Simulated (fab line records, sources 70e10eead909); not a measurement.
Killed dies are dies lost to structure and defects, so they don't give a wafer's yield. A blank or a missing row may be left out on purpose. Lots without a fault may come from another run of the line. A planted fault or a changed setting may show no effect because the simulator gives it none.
A struck lot beside a sound one | flow nand_harc | 14 steps out of a route of 1159
Sound: wafers L245.1, L245.2, L245.4. Struck: wafers L236.1, L236.2, L236.5. The cause comes at the end.
At each step with rows: each side's tool, then ch and its chambers, then its first start. Under that, the readings that differ: sound wafers | struck wafers | difference of the means | sigmas: that difference in standard deviations of wafers without a fault.
alike: readings whose means differ by less than 2 such deviations, and words and numbers that are the same on both sides. not compared: withheld readings, readings that some wafer has no value for, bounds like >300 that may hide the same value, and numbers for which the record gives no deviation and whose values overlap.
The two part at a step that has a row with sigmas, a row that says differs or no value, or rows on one side only. Numbers that don't overlap but have no deviation are shown without sigmas and don't part them. A reading that every wafer of one side lacks parts them only if that side has two wafers or more.

NHARC_A_SGD_CUT_ETCHBACK_24: etches the open film in CH3F/O2, target depth 50 nm, time 92.857 s.
  sound on rie_diel-06 ch 0,2,3, day 17 07:51; struck on rie_diel-07 ch 0,2,3, day 15 06:18
  reading               | sound          | struck         | difference | sigmas
  oes_product_au (a.u.) | 1.00 1.01 1.01 | 0.94 0.93 0.92 | -0.08      | -2
  alike: ch3f_flow_sccm, drypump_motor_current_A, o2_flow_sccm, rf_vpp_V, showerhead_plenum_p_Torr, throttle_valve_pct
  not compared: rf_hours_counter_h
NHARC_A_SGD_CUT_STRIP_28: strips in O2, time 20 s.
  sound on rie_diel-06 ch 0,2,3; struck on rie_diel-07 ch 0,1,2
  alike: drypump_motor_current_A, o2_flow_sccm, oes_product_au, rf_vpp_V, showerhead_plenum_p_Torr, throttle_valve_pct
  not compared: rf_hours_counter_h
NHARC_A_SGD_CUT_INSPECT_25:
  sound on defect_inspect-01, day 17 08:05; struck on defect_inspect-01, day 15 06:32
  alike: raw_defect_count
NHARC_A_SLIT_DEP_25: deposits SiO2, target thk 200 nm.
  sound on pecvd-01 ch 0,2, day 17 08:16; struck on pecvd-01 ch 0,2, day 15 06:53
  alike: heater_power_w, throttle_valve_pct
NHARC_A_SLIT_DEP_00: deposits aC, target thk 3200 nm.
  sound on acl_dep-03 ch 0, day 17 09:27; struck on acl_dep-01 ch 0, day 15 07:11
  alike: throttle_valve_pct
NHARC_A_SLIT_DEP_23: deposits SiON, target thk 100 nm.
  sound on pecvd-04 ch 0,1, day 17 11:25; struck on pecvd-04 ch 0,1, day 15 09:11
  alike: heater_power_w
then, 6 steps without rows for these wafers: NHARC_A_SLIT_DEHYDRATE_01 (time 120 s); NHARC_A_SLIT_HMDS_02 (time 30 s); NHARC_A_SLIT_COAT_03 (resist thk 90 nm); NHARC_A_SLIT_SOFTBAKE_04 (time 55 s); NHARC_A_SLIT_EBR_05; NHARC_A_SLIT_EXPOSE_06 (exposes mask SLIT).
NHARC_A_SLIT_PEB_07: peb time 65 s.
  sound on litho_track-06 ch 0, day 17 12:01; struck on litho_track-04, day 15 09:40
  no value came back on the struck wafers for chill_plate_temp_C (C), exhaust_pa (Pa), plate_temp_C (C); on the sound wafers chill_plate_temp_C (C) reads 22.90 22.97 22.89
then, 1 step without rows for these wafers: NHARC_A_SLIT_DEVELOP_08 (develop time 35 s).

WHERE THEY PART
First at NHARC_A_SGD_CUT_ETCHBACK_24; last, within this record, at NHARC_A_SLIT_PEB_07.

WHY: what the simulator had put in
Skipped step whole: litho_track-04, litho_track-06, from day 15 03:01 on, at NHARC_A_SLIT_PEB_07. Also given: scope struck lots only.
